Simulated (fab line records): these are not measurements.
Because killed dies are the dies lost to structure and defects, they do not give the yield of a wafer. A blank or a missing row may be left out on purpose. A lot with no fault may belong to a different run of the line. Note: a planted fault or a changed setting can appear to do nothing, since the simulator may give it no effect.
Problem report, 8D (eight disciplines) form, completed by code | flow n5Finfet | the parts of the form that need people (team, actions taken, sign-off) are left out

1. THE PROBLEM
Mean of spinSpeedRpm at N5_BEOL_M10_COAT_59: 1460.8 rpm across 6 wafers in 2 lots; on wafers with no fault it is 1499.9 rpm (standard deviation 0.92). Measured from the usual mean, that is -42 standard deviations.
The step: time 60 s, resist thk 100 nm.
Earliest sighting: wafer L552.2 on lithoTrack-04 at day 12 08:03. Wafers with a number at this step in the record: 12, from 4 lots. Rule for "out" (also "out of limits"): further than 4 standard deviations from the usual mean. The other wafers with a number count as sound.

2. WHAT IT IS, WHAT IT ISN'T
question                    | is                     | is not
which readings at this step | spinSpeedRpm           | chillPlateTempC
which lots                  | L552, L555             | L556, L565
which wafers of those lots  | all that have a number | -
read on which tools         | lithoTrack-04          | lithoTrack-03
when                        | from day 12 08:03      | up to then (0 sound wafers); but 6 sound wafers of L556, L565 came after

3. THE SUSPECTS, EACH WITH WHAT RULES IT OUT
Counting: any tool at a process step up to the reading is kept as a suspect provided that every lot that is out went through it and no sound lot did after the first of them.
- lithoTrack-04 at N5_BEOL_M10_COAT_59 (time 60 s, resist thk 100 nm): ruled out as a lasting fault. Sound lots L565 ran on it after its first lot that is out, L552 (day 12 08:03).
Left after counting: nothing in the record.

4. THE CAUSE (what the simulator had put in)
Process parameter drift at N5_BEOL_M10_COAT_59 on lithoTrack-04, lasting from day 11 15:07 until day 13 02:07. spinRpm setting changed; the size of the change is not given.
Counting ruled it out, wrongly.

5. SEQUENCE OF EFFECTS, ordered by route
Rows list readings where the struck wafers' mean (over those with a number) sits beyond 3 standard deviations from the usual. Only readings for which the record gives a usual standard deviation are gone through. hours: the time from each lot's start at the first step in this table that gives one to its start at this step, as a median over the lots. sigmas: the change in usual standard deviations.
hours | step                | reading      | usual      | on struck wafers | change | sigmas
0     | N5_BEOL_M10_COAT_59 | spinSpeedRpm | 1499.9 rpm | 1460.8           | -39.1  | -42
Its process steps:
- N5_BEOL_M10_COAT_59: time 60 s, resist thk 100 nm.

6. HOW IT WOULD HAVE BEEN CAUGHT EARLIER
In this record no reading fell out of limits until day 12 08:03, 17 hours after the fault had begun at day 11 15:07.
